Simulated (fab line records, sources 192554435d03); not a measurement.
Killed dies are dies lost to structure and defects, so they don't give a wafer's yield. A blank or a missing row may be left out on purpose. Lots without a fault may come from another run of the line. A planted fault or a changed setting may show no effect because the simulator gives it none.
fab line records | flow n5_finfet
record lots=4 wafers=12 last_day=18
route steps=1938 shown BEOL_M2@879 BEOL_M4@1111
lots that met no fault: from a run of the same line without faults
start_h: hours from the record's first day to the start of the lot's first wafer shown | wait_h: hours since the lot's step before | " the same as in the row above | L1.1+2: a row that stands for several wafers | - no value, or no start given | * or withheld: withheld | < > ~ a bound
route shown NAME@n: a module of which the file shows steps, and the number in the route of the first | usual: mean/standard deviation of fault-free wafers | same: alike in all rows | chamber/n: place in a boat | sites: the reading at each site | _std_site: their standard deviation | _edge_site: outer sites' mean less inner sites' | radius_mm: how far each site lies from the wafer's centre | mask NAME#n: copy n | behind: the tool/chamber that last shaped the wafer | hold: why the lot was held/for how many hours/how that ended | device: the transistor (n, p or np) that didn't switch | end of line: the same wafers' tests at the end of the route | a step without rows: its recipe alone | killed: dies lost to structure and defects at the first sort, not the wafer's yield | map: a wafer's dies, x killed, . not, _ none there
set.NAME: the setting as run; set.NAME@STEP: as run at that earlier step | model.NAME: the simulator's own value behind a step, which no gauge read
lots at some steps of the route; a table a step, a row a wafer
services: from which hour (start_h, from the record's first day; less than 0 if before it) a tool's chamber was out of use, for how many hours, and why
## steps
# step N5_BEOL_M2_DESCUM_33
# recipe chemistry=O2 time_s=7 source_power_w=50 bias_power_w=20 pressure_mtorr=20 rf_frequency_hz=2.712e+07 temp_c=40 resist=CAR-EUV o2_flow_sccm=225
# step N5_BEOL_M2_ETCH_77
# recipe chemistry=N2/H2 target=underlayer target_depth_a=65 mask_material=CAR-EUV time_s=5.2 ion_energy_ev=200 pressure_mtorr=30 source_w=840 bias_w=150 n2_flow_sccm=200 h2_flow_sccm=200 ends=cleared
# step N5_BEOL_M2_ETCH_69
# recipe chemistry=CF4 target=SiARC target_depth_a=156 mask_material=CAR-EUV time_s=26 ion_energy_ev=80 pressure_mtorr=40 source_w=545 bias_w=36 Ar_flow_sccm=100 cf4_flow_sccm=100 ends=cleared
# step N5_BEOL_M2_ALD_98
# recipe material=SiO2 target_thk_a=25 temp_c=100 ald_precursor_family=BDEAS ald_co_reactant=O2-plasma pulse_time_s=1 co_reactant_pulse_time_s=1 purge_time_s=2 co_reactant_purge_time_s=2 ald_cycles=17 pressure_torr=2
# step N5_BEOL_M2_ETCHBACK_99
# recipe chemistry=CHF3 target=SiO2 target_depth_a=50 time_s=10.4 source_w=215 bias_w=47 Ar_flow_sccm=200 CHF3_flow_sccm=12 ion_energy_ev=100 pressure_mtorr=30
# step N5_BEOL_M2_ETCH_70
# recipe chemistry=N2/H2 target=SOC target_depth_a=800 overetch_a=240 mask_material=SiARC temp_c=40 time_s=130 ion_energy_ev=200 pressure_mtorr=30 source_w=840 bias_w=150 n2_flow_sccm=200 h2_flow_sccm=200
# step N5_BEOL_M2_STRIP_71
# recipe chemistry=N2/H2 temp_c=40 n2_flow_sccm=200 h2_flow_sccm=200 rf_frequency_hz=6e+07
# step N5_BEOL_M2_STRIP_78
# recipe chemistry=N2/H2 temp_c=40 n2_flow_sccm=200 h2_flow_sccm=200 rf_frequency_hz=6e+07
# step N5_BEOL_M2_VIA_ETCH_34
# recipe chemistry=C4F6/O2 target_depth_a=694 mask_material=SOC pressure_mtorr=15 ion_energy_ev=250 taper_deg=4 time_s=65.9 source_w=350 bias_w=170 Ar_flow_sccm=300 C4F6_flow_sccm=10 O2_flow_sccm=10
# step N5_BEOL_M2_STRIP_83
# recipe chemistry=C4F6/O2 resist=SiARC rf_frequency_hz=6e+07
# step N5_BEOL_M2_STRIP_36
# recipe chemistry=N2/H2 power_w=450 temp_c=40 pressure_mtorr=20 rf_frequency_hz=6e+07 overash_fraction=0.3 bias_power_w=7 h2_frac=0.5 n2_flow_sccm=200 h2_flow_sccm=200
# step N5_BEOL_M2_TRENCH_ETCH_37
# recipe chemistry=C4F6/O2 target_depth_a=555.55 target=SiOC time_s=29.2 ion_energy_ev=250 pressure_mtorr=30 source_w=355 bias_w=185 Ar_flow_sccm=300 C4F6_flow_sccm=10 O2_flow_sccm=10
# usual drypump_motor_current_A=5.7/0.53 oes_product_au=0.83/0.083 rf_fwd_power_W=349.7/1.4 rf_vpp_V=665/16 showerhead_plenum_p_Torr=2.85/0.1 throttle_valve_pct=20.72/0.21
# columns lot.wafer tool chamber start_h wait_h drypump_motor_current_A oes_product_au rf_fwd_power_W rf_hours_counter_h rf_vpp_V showerhead_plenum_p_Torr throttle_valve_pct model.etch.depth_nm model.BEOL_M2.feature_depth_nm
L618.1 rie_diel-06 2 178.15 - 6.4 0.93 349.1 25 684 3.01 20.57 57.68 57.6
L618.4 " 1 " " 5.6 0.68 349.2 - 635 2.93 21.36 53.97 54
L618.6 " 2 " " 6.4 0.92 349.3 - 683 3.01 20.57 57.54 57.6
L622.1 rie_diel-06 2 206.60 - 6.4 0.85 285.2 36 757 3.00 20.57 52.65 52.6
L622.5 " 0 " " 4.9 0.81 285.6 - 752 2.74 20.52 51.55 51.6
L622.6 " 3 " " 5.7 0.91 286.4 - 734 2.79 20.33 51.38 51.4
L628.1 rie_diel-06 1 233.47 - 5.6 0.91 287.5 2 703 2.93 20.83 51.6 51.6
L628.2 " 3 " " 5.7 0.88 287.3 17 734 2.78 20.33 51.98 52
L628.5 " 3 " " 5.7 0.89 286.9 - 733 2.78 20.34 51.87 51.8
L635.3 rie_diel-05 3 281.20 - 5.7 0.84 348.5 46 678 2.76 20.87 53.38 53.4
L635.5 " 2 " " 6.5 0.83 347.4 - 673 3.00 20.77 53.42 53.4
L635.6 " 1 " " 5.4 0.93 351.3 - 637 2.81 20.61 56.99 57
# step N5_BEOL_M2_ETCH_41
# recipe chemistry=CH3F/O2 target=SiCN target_depth_a=299 taper_deg=2 time_s=52.5 ion_energy_ev=120 mask_material=TiN pressure_mtorr=30 source_w=395 bias_w=75 Ar_flow_sccm=150 CH3F_flow_sccm=30 O2_flow_sccm=20
# step N5_BEOL_M2_STRIP_97
# recipe chemistry=N2/H2 time_s=10 power_w=450 temp_c=40 pressure_mtorr=20 rf_frequency_hz=6e+07 bias_power_w=7 n2_flow_sccm=200 h2_flow_sccm=200
# step N5_BEOL_M2_OCD_MEAS_38
# usual trench_depth_nm=55.3/1.3
# columns lot.wafer tool chamber start_h wait_h trench_depth_nm
L618.1 ocd-01 - 178.30 - 57.6
L618.4 " - " " 53.7
L618.6 " - " " 57.9
L622.1 ocd-02 - 206.75 - 52.5
L622.5 " - " " 52.0
L622.6 " - " " 51.1
L628.1 ocd-02 - 233.62 - 51.6
L628.2 " - " " 52.2
L628.5 " - " " 52.2
L635.3 ocd-01 - 281.35 - 53.5
L635.5 " - " " 53.7
L635.6 " - " " 57.2
# step N5_BEOL_M2_HM_STRIP_39
# recipe chemistry=peroxide_tin_strip material=TiN target_depth_a=250 temp_c=50 time_s=158
# step N5_BEOL_M2_SRD_40
# recipe time_s=30 temp_c=23 rinse_liquid=diw dry=ipa_marangoni
# step N5_BEOL_M2_PRECLEAN_42
# recipe chemistry=residue_remover time_s=60 temp_c=40
# step N5_BEOL_M2_SRD_43
# recipe time_s=30 temp_c=23 rinse_liquid=diw dry=ipa_marangoni
# step N5_BEOL_M2_DEGAS_44
# recipe ambient=vacuum temp_c=250 time_s=60
# step N5_BEOL_M2_PRE_CLEAN_45
# recipe gas=H2/He time_s=30 temp_c=250
# step N5_BEOL_M2_ALD_84
# recipe material=TaN target_thk_a=* temp_c=275 ald_precursor_family=PDMAT ald_co_reactant=NH3 pressure_torr=3 carrier_flow_sccm=1500 pulse_time_s=2 purge_time_s=3 co_reactant_purge_time_s=2 co_reactant_pulse_time_s=3 ald_cycles=30 precursor_vessel_temp_c=75 precursor_vessel_pressure_torr=26.25 precursor_vessel_carrier_sccm=1000
# step N5_BEOL_M2_SURFACE_TREAT_85
# recipe gas=Ar time_s=* ion_energy_ev=* ion_current_ma_cm2=0.5 pressure_mtorr=* ar_flow_sccm=30
# step N5_BEOL_M2_CVD_47
# recipe material=Co target_thk_a=30 temp_c=withheld precursor=CCTBA/H2 pressure_torr=30 time_s=223.8
# step N5_BEOL_M2_SPUTTER_48
# recipe material=Cu target_thk_a=45 temp_c=-20 chamber_pressure_pa=0.07 power_w=withheld time_s=8.29
# step N5_BEOL_M2_ANNEAL_49
# recipe temp_c=400 time_s=240 ambient=vacuum
# step N5_BEOL_M2_SPUTTER_79
# recipe material=Cu target_thk_a=45 temp_c=-20 chamber_pressure_pa=0.07 power_w=withheld time_s=8.29
# step N5_BEOL_M2_ANNEAL_80
# recipe temp_c=400 time_s=240 ambient=vacuum
# step N5_BEOL_M2_SPUTTER_81
# recipe material=Cu target_thk_a=45 temp_c=-20 chamber_pressure_pa=0.07 power_w=withheld time_s=8.29
# step N5_BEOL_M2_ANNEAL_82
# recipe temp_c=400 time_s=240 ambient=vacuum
# step N5_BEOL_M2_SPUTTER_86
# recipe material=Cu target_thk_a=45 temp_c=-20 chamber_pressure_pa=0.07 power_w=withheld time_s=8.29
# step N5_BEOL_M2_ANNEAL_87
# recipe temp_c=400 time_s=240 ambient=vacuum
# step N5_BEOL_M2_SPUTTER_88
# recipe material=Cu target_thk_a=45 temp_c=-20 chamber_pressure_pa=0.07 power_w=withheld time_s=8.29
# step N5_BEOL_M2_ANNEAL_89
# recipe temp_c=400 time_s=240 ambient=vacuum
# step N5_BEOL_M2_SPUTTER_90
# recipe material=Cu target_thk_a=45 temp_c=-20 chamber_pressure_pa=0.07 power_w=withheld time_s=8.29
# step N5_BEOL_M2_ANNEAL_91
# recipe temp_c=400 time_s=240 ambient=vacuum
# step N5_BEOL_M2_SPUTTER_92
# recipe material=Cu target_thk_a=45 temp_c=-20 chamber_pressure_pa=0.07 power_w=withheld time_s=8.29
# step N5_BEOL_M2_ANNEAL_93
# recipe temp_c=400 time_s=240 ambient=vacuum
# step N5_BEOL_M2_SPUTTER_94
# recipe material=Cu target_thk_a=45 temp_c=-20 chamber_pressure_pa=0.07 power_w=withheld time_s=8.29
# step N5_BEOL_M2_ANNEAL_95
# recipe temp_c=400 time_s=240 ambient=vacuum
# step N5_BEOL_M2_CMP_52
# recipe stop_on=SiOC t_overpolish_s=6.8 down_force_psi=1 platen_rpm=50 clearing_platen_down_force_psi=1.5 clearing_platen_rpm=50 post_cmp_clean=cu_alkaline target_thk_nm=40 clearing_platen_pad_velocity_m_s=0.99484 pad_velocity_m_s=0.99484
# usual barrier_field_endpoint_s=25.1/0.76 edge_zone_pressure_frac=1.000/0.0046 motor_current_A=6.0/0.61 overpolish_run_s=6.799/0.0085 time_to_endpoint_s=65/3.8
# columns lot.wafer tool chamber start_h wait_h barrier_field_endpoint_s edge_zone_pressure_frac motor_current_A overpolish_run_s time_to_endpoint_s model.Cu_of_BEOL_M2_ECD_50.thk_nm
L618.1 cmp-04 3 183.97 0.3 24.3 1.008 5.5 6.807 64 43
L618.4 " 1 " " 24.6 0.999 6.3 6.803 61 37.6
L618.6 " 0 " " 25.5 0.998 5.1 6.777 71 45.4
L622.1 cmp-03 3 209.75 0.3 24.8 1.001 5.7 6.808 63 37.2
L622.6 " 3 " " 25.3 0.999 5.9 6.804 66 36.4
L622.5 " 0 " " 25.7 1.003 6.0 6.797 67 37.6
L628.1 cmp-04 0 237.43 0.3 28.0 0.999 5.2 6.786 77 39.2
L628.2 " 2 " " 25.4 1.001 5.9 6.807 64 37.2
L628.5 " 3 " " 26.2 0.992 5.3 6.808 66 38.6
L635.3 cmp-03 2 286.62 0.2 25.7 1.004 5.3 6.798 66 38.6
L635.5 " 0 " " 25.5 1.004 6.2 6.802 66 40
L635.6 " 1 " " 25.1 0.992 5.7 6.812 58 41.6
# step N5_BEOL_M4_RC_MEAS_101
# usual DIBL_N=37.1/2.4 DIBL_P=37/3 IOFF_N=0.18/0.053 IOFF_P=0.21/0.05 ION_N=674/14 ION_P=459/9.2 SS_N=72.1/0.9 SS_P=73.4/0.89 VT_N=250/3.8 VT_P=-251/3.7
# columns lot.wafer tool chamber start_h wait_h DIBL_N[mV/V] DIBL_P[mV/V] IOFF_N[nA/um] IOFF_P[nA/um] ION_N[uA/um] ION_P[uA/um] SS_N[mV/dec] SS_P[mV/dec] VT_N[mV] VT_P[mV]
L618.1 prober-01 0 210.22 0.0 36.4 37 0.16 0.19 679 456 71.7 74.1 249 -253
L618.4 " 0 " " 38.1 40 0.20 0.22 691 469 71.4 74.5 247 -251
L618.6 " 0 " " 40.5 42 0.23 0.27 669 456 73.2 75.3 248 -252
L622.1 prober-02 0 234.74 0.0 37.9 39 0.20 0.24 687 469 71.9 74.3 247 -251
L622.5 " 0 " " 33.3 34 0.12 0.16 660 458 71.1 73.4 254 -257
L622.6 " 0 " " 38.5 37 0.22 0.20 666 452 73.4 73.0 249 -252
L628.1 prober-02 0 273.79 0.0 39.2 38 0.18 0.23 677 459 72.7 73.7 252 -248
L628.2 " 0 " " 40.9 40 0.24 0.26 708 474 72.5 74.2 245 -248
L628.5 " 0 " " 36.8 36 0.15 0.19 681 465 72.0 72.7 251 -253
L635.3 prober-01 0 312.76 0.3 37.9 37 0.19 0.20 679 455 72.6 72.7 249 -251
L635.5 " 0 " " 39.7 39 0.22 0.23 686 462 73.2 72.7 248 -248
L635.6 " 0 " " 40.3 40 0.21 0.24 682 449 72.5 74.8 248 -252
## services
# columns tool chamber start_h hours kind
rie_diel-06 3 172.77 - clean
rie_diel-06 3 172.77 - consumable_replace:focus_ring
rie_diel-06 3 172.77 22.0 scheduled_down
rie_diel-06 3 172.77 22.0 vent_cycle
cmp-04 - 180.72 2.6 repair
cmp-03 - 189.92 16.7 pm
rie_diel-05 - 198.73 14.6 pm
rie_diel-06 1 206.72 - clean
rie_diel-06 1 206.72 - consumable_replace:focus_ring
rie_diel-06 1 206.72 22.6 scheduled_down
rie_diel-06 1 206.72 22.6 vent_cycle
cmp-03 - 213.17 0.3 repair
cmp-04 - 216.24 0.4 repair
rie_diel-05 1 216.85 - clean
rie_diel-05 1 216.85 - consumable_replace:focus_ring
cmp-03 - 217.93 4.0 pm
cmp-03 - 221.93 - consumable_replace:conditioner
cmp-03 - 221.93 - consumable_replace:pad
rie_diel-05 0 231.06 1.6 repair
rie_diel-06 - 236.71 0.9 repair
rie_diel-06 0 252.51 12.0 repair
cmp-04 - 264.38 0.9 repair
cmp-03 - 271.78 2.7 repair
## key
first_sign step=N5_BEOL_M2_TRENCH_ETCH_37 reading=rf_fwd_power_W direction=down sigmas=47 usual=* struck=*
effect step=N5_BEOL_M2_TRENCH_ETCH_37 reading=rf_vpp_V direction=up sigmas=4.5 usual=665 struck=735
effect step=N5_BEOL_M2_OCD_MEAS_38 reading=trench_depth_nm direction=down sigmas=2.6 usual=55.3 struck=51.9
model_effect step=N5_BEOL_M2_TRENCH_ETCH_37 value=etch.depth_nm without=55.98 struck=51.84
model_effect step=N5_BEOL_M2_CMP_52 value=Cu_of_BEOL_M2_ECD_50.thk_nm without=41.73 struck=37.7
met_at N5_BEOL_M2_TRENCH_ETCH_37
struck_wafers L622.1,L622.5,L622.6,L628.1,L628.2,L628.5
baseline_loss step=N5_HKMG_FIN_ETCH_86 wafers=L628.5
onset_between 178.15 206.60
fault kind=process_parameter_drift tool=rie_diel-06 chamber=- onset_h=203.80 steps=N5_BEOL_M2_TRENCH_ETCH_37 channel=source_w offset=-63.9 shape=step end_h=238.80 acts_in=these_recipes_only stated=355
# baseline_loss: these wafers lose ten dies or more at that step, a loss of the line's own and not of a fault; the sort's usual values leave them out
